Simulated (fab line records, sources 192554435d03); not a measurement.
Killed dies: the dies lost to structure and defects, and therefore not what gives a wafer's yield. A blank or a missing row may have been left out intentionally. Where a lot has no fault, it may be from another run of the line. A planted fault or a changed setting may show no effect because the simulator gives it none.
A lot that was struck, set against a sound lot ; flow n5 finfet ; 18 steps out of a route of 1938
Sound: wafers L528.2, L528.3, L528.6. Wafers L535.3, L535.4, L535.5 were the ones struck. Last of all comes the cause.
Each step with rows lists, per side, the tool, then ch with its chambers, then its first start. Under that, the readings that differ: sound wafers ; struck wafers ; difference of the means ; sigmas: that difference in standard deviations of wafers without a fault.
alike: readings whose means differ by less than 2 such deviations, and words and numbers that are the same on both sides. not compared: withheld readings, readings that some wafer has no value for, bounds like >300 that may hide the same value, and numbers for which the record gives no deviation and whose values overlap.
A row with sigmas, a row that says differs or no value, or rows on one side alone: a step with any of these is where the two part. Numbers that don't overlap but have no deviation are shown without sigmas and don't part them. A reading that every wafer of one side lacks parts them only if that side has two wafers or more.

first, 11 steps without rows for these wafers: N5_BEOL_M0_SAQP_DESCUM_19 (chemistry O2, time 7.9 s); N5_BEOL_M0_SAQP_ETCH_83 (etches SiARC in CF4, target depth 39 nm, time 65 s); N5_BEOL_M0_SAQP_ETCH_84 (etches SOC in N2/H2, target depth 100 nm, overetch 20 nm, time 150 s); N5_BEOL_M0_SAQP_STRIP_80 (strips in N2/H2); N5_BEOL_M0_SAQP_HM_OPEN_112 (chemistry CHF3/O2, target SiO2, stops on a-Si, target depth 12 nm, time 13.5 s); N5_BEOL_M0_SAQP_STRIP_113 (strips in CHF3/O2); N5_BEOL_M0_SAQP_MANDREL_ETCH_20 (etches a-Si in HBr/Cl2, stops on SiNx, target depth 60 nm, bt time 10 s, time 30 s); N5_BEOL_M0_SAQP_STRIP_86 (strips in N2/H2); N5_BEOL_M0_SAQP_STRIP_115 (strips in post etch residue remover, time 60 s); N5_BEOL_M0_SAQP_SRD_93 (time 30 s); N5_BEOL_M0_SAQP_RECESS_114 (chemistry HF/NH3, target SiO2, target depth 14.4 nm, afs cycles 3, sublimation time 60 s).
N5_BEOL_M0_SAQP_SPACER1_ALD_98: deposits SiO2, target thk 12.8 nm, pulse time 1 s, purge time 2 s.
  sound on ald sin-03 ch 1,3, day 6 01:15; struck on ald sin-03 ch 0,1,3, day 7 17:52
reading;sound;struck;difference;sigmas
ald cycles;138 138 138;42 42 42;-96;
model.SiO2_of_BEOL_M0_SAQP_SPACER1_ALD_98.thk nm (nm);12.8 12.8 12.8;4 3.8 3.8;-9;
  alike: heater power w, precursor pulse height rel
then, 1 step without rows for these wafers: N5_BEOL_M0_SAQP_SPACER1_ETCHBACK_99 (etches SiO2 in CHF3/O2, target depth 15.4 nm, time 7.7 s).
N5_BEOL_M0_SAQP_MANDREL1_REMOVE_100: chemistry HBr/Cl2/O2, target a-Si, stops on SiNx, bt time 10 s.
  sound on rie si-01 ch 0,1,3, day 6 01:53; struck on rie si-01 ch 0,2,3, day 7 18:25
reading;sound;struck;difference;sigmas
model.BEOL_M0_SAQP.cd nm (nm);12.8 12.6 12.8;3.8 3.8 4;-8.9;
model.SiO2_of_BEOL_M0_SAQP_SPACER1_ALD_98.thk nm (nm);7.4 7.4 7.6;1.8 1.8 1.8;-5.7;
  alike: chamber pressure mTorr, drypump motor current A, oes product au, throttle valve pct
  not compared: rf hours counter h
N5_BEOL_M0_SAQP_CD_MEAS_25: target cd 13.1 nm.
  sound on cd sem-01 ch 0, day 6 01:59; struck on cd sem-03 ch 0, day 7 18:32
reading;sound;struck;difference;sigmas
cd nm (nm);12.69 12.45 12.83;4.04 4.07 4.08;-8.59;-37
then, 1 step without rows for these wafers: N5_BEOL_M0_SAQP_ETCH_101 (etches SiNx in CH3F/O2, target depth 29.9 nm, time 42.7 s).
N5_BEOL_M4_RC_MEAS_101:
  the record has rows for the sound wafers here (prober-01 ch 0, day 8 13:46) and none for the struck ones
-- here the record skips 7 days between the struck wafers' starts before and after, leaving off in module BEOL_M4 and picking up in module PASSIVATION (first step shown: number 1936 of the route) --
N5_PASSIVATION_PROBE_49:
  sound on prober-02, day 12 20:22; struck on prober-01, day 14 21:02
reading;sound;struck;difference;sigmas
defect limited yield (%);90.4 90.1 91.8;0 0 0;-91;-65
killed_at_M0_to_M3;43 43 36;1109 1108 1113;+1069;+97
killed dies;113 117 97;1180 1180 1180;+1071;+63
killed on rim;14 19 10;152 152 152;+138;+38
killed open;63 70 62;100 139 130;+58;+5
killed short;49 44 34;78 90 77;+39;+5
sort_bin_5_function (%);5.4 5.6 5.0;93.1 91.3 93.4;+87.3;+96
sort_bin_6_memory (%);3.6 3.9 2.8;6.4 7.6 5.8;+3.2;+5
sort n pass;1067 1063 1083;0 0 0;-1071;-63
sort yield pct (%);90.4 90.1 91.8;0 0 0;-91;-65
  alike: killed_at_M4_up, killed at contacts, killed at front end, killed at other

## WHERE THEY PART
Earliest at N5_BEOL_M0_SAQP_CD_MEAS_25; latest, in this record, at N5_PASSIVATION_PROBE_49.

WHY: what the simulator had put in
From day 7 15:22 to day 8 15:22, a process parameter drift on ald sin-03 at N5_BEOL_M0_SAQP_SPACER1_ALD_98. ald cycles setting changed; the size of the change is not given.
